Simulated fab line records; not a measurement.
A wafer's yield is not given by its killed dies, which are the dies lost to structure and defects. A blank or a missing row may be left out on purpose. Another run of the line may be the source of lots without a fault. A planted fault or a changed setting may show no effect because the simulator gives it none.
Matching of chambers || flow nandHarc || NHARC_P_M0_DEP_32 on pecvd-03: 3 sister chambers
The step deposits SiCN, target thk 30 nm. 3 wafers are shown with their chamber, then 6 later ones without.

== WAFERS, EACH WITH ITS CHAMBER ==
{"wafer": "L142.5", "chamber": 2, "heaterPowerW (W)": 534}
{"wafer": "L147.5", "chamber": 0, "heaterPowerW (W)": 504}
{"wafer": "L147.6", "chamber": 1, "heaterPowerW (W)": 589}

== WAFERS WITH NO CHAMBER GIVEN ==
{"wafer": "L151.2", "heaterPowerW (W)": 500}
{"wafer": "L151.3", "heaterPowerW (W)": 545}
{"wafer": "L151.5", "heaterPowerW (W)": 638}
{"wafer": "L152.3", "heaterPowerW (W)": 624}
{"wafer": "L152.5", "heaterPowerW (W)": 522}
{"wafer": "L152.6", "heaterPowerW (W)": 533}

== THE CHAMBER EACH PASSED THROUGH ==
{"wafer": "L151.2", "from the rows above": "can't be placed: 0 or 2", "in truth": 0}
{"wafer": "L151.3", "from the rows above": "can't be placed: 2 or 0 or 1", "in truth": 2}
{"wafer": "L151.5", "from the rows above": 1, "in truth": 1}
{"wafer": "L152.3", "from the rows above": 1, "in truth": 1}
{"wafer": "L152.5", "from the rows above": "can't be placed: 2 or 0", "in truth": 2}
{"wafer": "L152.6", "from the rows above": "can't be placed: 2 or 0", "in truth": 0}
Correct placement for 2 of the 6. Not placeable from these rows: 4 (in 4, the candidates include the true chamber). Wrongly placed: 0.
How it was worked out, from the rows above alone: a wafer's distance from a chamber is the root of the sum, over the readings, of the square of ((its reading less the chamber's mean) divided by the reading's scatter). If the next closest chamber is less than 2 further off than the closest, the wafer can't be placed; otherwise it belongs to the closest. Each chamber's mean is taken over the wafers shown for it. The scatter: root of mean squared gap, hidden wafer to nearest shown wafer, with one shown wafer a chamber.
